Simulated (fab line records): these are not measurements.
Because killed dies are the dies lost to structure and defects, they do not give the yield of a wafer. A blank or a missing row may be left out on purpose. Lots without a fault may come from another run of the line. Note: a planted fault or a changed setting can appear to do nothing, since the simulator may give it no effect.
A lot that was struck, set against a sound lot || flow n5-finfet || 38 steps out of a route of 1938
Sound: these wafers, L684.1, L684.2, L684.6. Struck: wafer L683.3 (left out: L683.4, L683.6 of the same lot, which were not struck); the cause appears at the end.
At each step with rows: each side's tool, then ch and its chambers, then its first start. Under that, the readings that differ: sound wafers || struck wafers || difference of the means || sigmas: that difference in standard deviations of wafers without a fault.
alike: same words and numbers on both sides, and readings whose means sit less than 2 such deviations apart. not compared: any withheld reading, any reading some wafer has no value for, any bound like >300 that may hide the same value, and any number with overlapping values for which the record gives no deviation.
The two part at a step that has a row with sigmas, a row that says differs or no value, or rows on one side only. When numbers do not overlap yet have no deviation, they are printed without sigmas and do not part them. Lack of a reading on every wafer of one side parts them only where that side has two or more wafers.

first, 9 steps without rows for these wafers: N5_BEOL_M4_ANNEAL_95 (time 240 s); N5_BEOL_M4_SPUTTER_96 (material Cu, target thk 4.5 nm, time 8.29 s); N5_BEOL_M4_ECD_50 (material Cu, target thk 300 nm); N5_BEOL_M4_ANNEAL_51 (time 90 s); N5_BEOL_M4_CMP_52 (polishes, stops on SiOC, t overpolish 6.8 s, target thk 40 nm); N5_BEOL_M4_PRE_CLEAN_60 (time 15 s); N5_BEOL_M4_CO_CAP_55 (material Co, precursor CCTBA/H2, target thk 2 nm, time 102.1 s); N5_BEOL_M4_PRE_CLEAN_56 (time 15 s); N5_BEOL_M4_DEP_57 (deposits SiCN from 3MS/NH3, target thk 8 nm, time 14 s).
N5_BEOL_M4_RC_MEAS_101:
  sound on prober-01 ch 0, day 15 12:07; struck on prober-02 ch 0, day 14 13:02
  alike: DIBL_N, DIBL_P, IOFF_N, IOFF_P, ION_N, ION_P, SS_N, SS_P, VT_N, VT_P
then, 24 steps without rows for these wafers: N5_BEOL_M5_ILD_DEP_00 (deposits SiCOH lowk from DEMS/porogen, target thk 140.64 nm, time 25.9 s); N5_BEOL_M5_CURE_79 (cures SiCOH lowk, time 240 s); N5_BEOL_M5_PECVD_70 (deposits SiO2 from TEOS/O2, target thk 16 nm, time 18 s); N5_BEOL_M5_HM_DEP_02 (deposits TiN, target thk 20 nm); N5_BEOL_M5_COAT_59 (time 60 s, resist thk 60 nm); N5_BEOL_M5_COAT_60 (time 60 s, resist thk 12 nm); N5_BEOL_M5_COAT_71 (time 60 s, resist thk 5 nm); N5_BEOL_M5_COAT_05 (resist thk 30 nm); N5_BEOL_M5_EBR_07; N5_BEOL_M5_SOFTBAKE_06 (time 60 s); N5_BEOL_M5_EXPOSE_08 (exposes mask M5, target cd 28 nm); N5_BEOL_M5_PEB_09 (peb time 60 s); N5_BEOL_M5_DEVELOP_10 (develop time 30 s); N5_BEOL_M5_DESCUM_16 (chemistry O2, time 7 s); N5_BEOL_M5_ETCH_72 (etches underlayer in N2/H2, target depth 6.5 nm, time 5.2 s); N5_BEOL_M5_ETCH_61 (etches SiARC in CF4, target depth 15.6 nm, time 26 s); N5_BEOL_M5_ETCH_62 (etches SOC in N2/H2, target depth 75 nm, overetch 15 nm, time 112.5 s); N5_BEOL_M5_STRIP_63 (strips in N2/H2); N5_BEOL_M5_STRIP_73 (strips in N2/H2); N5_BEOL_M5_STRIP_64 (strips in CF4); N5_BEOL_M5_HM_OPEN_17 (chemistry Cl2/BCl3, target TiN, target depth 20 nm, overetch 6 nm); N5_BEOL_M5_STRIP_19 (strips in O2); N5_BEOL_M5_COAT_65 (time 60 s, resist thk 60 nm); N5_BEOL_M5_COAT_66 (time 60 s, resist thk 12 nm).
N5_BEOL_M9_ILD_DEP_00: deposits SiCOH lowk from DEMS/porogen, target thk 308.51 nm, time 58 s.
  sound on pecvd-03 ch 0,1,2, day 16 18:48; struck on pecvd-01 ch 0, day 16 00:55
{"reading": "run-length-s (s)", "sound": "101.7 100.8 101.7", "struck": 126.5, "difference": "+25.1", "sigmas": "+46"}
{"reading": "model.SiCOH_lowk_of_BEOL_M9_ILD_DEP_00.thk-nm (nm)", "sound": "307 308.4 310.8", "struck": 432.4, "difference": "+123.7", "sigmas": ""}
  alike: chamber-pressure-Torr, heater-power-w, showerhead-plenum-p-Torr, throttle-valve-pct
N5_BEOL_M9_THK_MEAS_01:
  sound on film-metro-02, day 16 19:23; struck on film-metro-01, day 16 01:32
{"reading": "M9_ILD_THK (nm)", "sound": "267 268 270", "struck": 378, "difference": "+110", "sigmas": "+34"}
N5_BEOL_M9_CMP_52: polishes, stops on SiCOH lowk, t overpolish 7 s, target thk 140 nm.
  sound on cmp-03 ch 0,2,3, day 17 04:05; struck on cmp-03 ch 0, day 16 07:26
{"reading": "model.SiCOH_lowk_of_BEOL_M9_ILD_DEP_00.thk-nm (nm)", "sound": "263.6 264.8 267.2", "struck": 375.4, "difference": "+110.2", "sigmas": ""}
  alike: motor-current-A
-- a jump in the record: the struck wafers' starts before and after are 3 days apart (it breaks off in module BEOL_M9 and resumes in module PASSIVATION, where the first step shown is number 1936 of the route) --
N5_PASSIVATION_PROBE_49:
  sound on prober-02, day 19 16:14; struck on prober-01, day 18 21:04
{"reading": "defect-limited-yield (%)", "sound": "91.5 89.9 91.9", "struck": 0, "difference": -91, "sigmas": -61}
{"reading": "killed_at_M4_up", "sound": "16 11 10", "struck": 1098, "difference": "+1086", "sigmas": "+99 or more"}
{"reading": "killed-dies", "sound": "100 119 96", "struck": 1180, "difference": "+1075", "sigmas": "+60"}
{"reading": "killed-on-rim", "sound": "13 13 9", "struck": 152, "difference": "+140", "sigmas": "+34"}
{"reading": "sort_bin_5_function (%)", "sound": "5.2 5.9 5.2", "struck": 96.1, "difference": "+90.7", "sigmas": "+91"}
{"reading": "sort-n-pass", "sound": "1080 1061 1084", "struck": 0, "difference": -1075, "sigmas": -60}
{"reading": "sort-yield-pct (%)", "sound": "91.5 89.9 91.9", "struck": 0, "difference": -91, "sigmas": -61}
  alike: killed_at_M0_to_M3, killed-at-contacts, killed-at-front-end, killed-at-other, killed-open, killed-short, sort_bin_6_memory, sort_bin_8_speed

== WHERE THEY PART ==
Earliest at N5_BEOL_M9_ILD_DEP_00; latest, in this record, at N5_PASSIVATION_PROBE_49.

WHY: what the simulator had put in
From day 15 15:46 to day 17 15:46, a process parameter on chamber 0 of pecvd-01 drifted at N5_BEOL_M9_ILD_DEP_00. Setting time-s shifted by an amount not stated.
